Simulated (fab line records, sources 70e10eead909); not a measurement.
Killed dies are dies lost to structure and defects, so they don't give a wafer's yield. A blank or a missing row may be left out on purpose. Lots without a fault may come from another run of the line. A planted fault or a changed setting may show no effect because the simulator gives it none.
Chamber matching | flow nand_harc | NHARC_P_M0_ETCH_34 on rie_diel-12: 4 sister chambers
The step etches the open film in N2/H2, target depth 40 nm, overetch 12 nm, time 43.94 s. 18 wafers are shown with their chamber, then 9 later ones without.

WAFERS WITH THEIR CHAMBER
wafer  | chamber | showerhead_plenum_p_Torr (Torr) | drypump_motor_current_A (A) | rf_vpp_V (V)
L076.1 | 1       | 1.96                            | 5.5                         | 428.1
L076.2 | 0       | 1.90                            | 5.9                         | 425.6
L076.6 | 2       | 2.15                            | 6.4                         | 432.3
L075.2 | 0       | 1.90                            | 5.9                         | 427.9
L075.4 | 1       | 1.96                            | 5.5                         | 428.6
L075.6 | 3       | 2.09                            | 6.4                         | 432.8
L078.3 | 3       | 2.09                            | 6.4                         | 432.1
L078.4 | 2       | 2.14                            | 6.5                         | 432.8
L078.5 | 2       | 2.14                            | 6.4                         | 432.8
L080.1 | 1       | 1.96                            | 5.4                         | 427.3
L080.2 | 3       | 2.09                            | 6.4                         | 432.2
L080.3 | 0       | 1.90                            | 5.9                         | 426.2
L084.1 | 0       | 1.90                            | 5.9                         | 426.4
L084.4 | 3       | 2.09                            | 6.4                         | 433.1
L084.6 | 0       | 1.90                            | 5.9                         | 426.9
L092.2 | 3       | 2.09                            | 6.4                         | 432.1
L092.3 | 2       | 2.14                            | 6.4                         | 433.1
L092.6 | 0       | 1.90                            | 5.9                         | 426.7

SIGNATURES (means of the wafers above)
reading                  | chamber 0 | chamber 1 | chamber 2 | chamber 3 | scatter within a chamber
showerhead_plenum_p_Torr | 1.9000    | 1.9600    | 2.1425    | 2.0900    | 0.00231
drypump_motor_current_A  | 5.900     | 5.467     | 6.425     | 6.400     | 0.0318
rf_vpp_V                 | 426.617   | 428.000   | 432.750   | 432.460   | 0.599
Rule: a wafer's distance from a chamber is the root of the sum, over the readings, of the square of ((its reading less the chamber's mean) divided by the reading's scatter). The wafer belongs to the nearest chamber; if the next one is less than 2 further off, it can't be placed. The scatter: the root of (the sum of the squares of (reading less its chamber's mean) over the shown wafers, divided by (wafers less chambers)).

WAFERS WITHOUT THEIR CHAMBER
wafer  | showerhead_plenum_p_Torr (Torr) | drypump_motor_current_A (A) | rf_vpp_V (V)
L093.2 | 1.90                            | 5.9                         | 427.2
L093.3 | 2.14                            | 6.5                         | 432.3
L093.4 | 1.96                            | 5.4                         | 427.5
L094.4 | 2.09                            | 6.4                         | 432.1
L094.5 | 1.90                            | 5.9                         | 426.5
L094.6 | 1.96                            | 5.4                         | 427.8
L095.2 | 1.96                            | 5.4                         | 428.9
L095.5 | 2.14                            | 6.5                         | 433.6
L095.6 | 1.96                            | 5.5                         | 428.0

WHICH CHAMBER EACH WENT THROUGH
wafer  | from the rows above | in truth
L093.2 | 0                   | 0
L093.3 | 2                   | 2
L093.4 | 1                   | 1
L094.4 | 3                   | 3
L094.5 | 0                   | 0
L094.6 | 1                   | 1
L095.2 | 1                   | 1
L095.5 | 2                   | 2
L095.6 | 1                   | 1
Placed correctly: 9 of 9. Can't be placed from these rows: 0. Placed wrongly: 0.
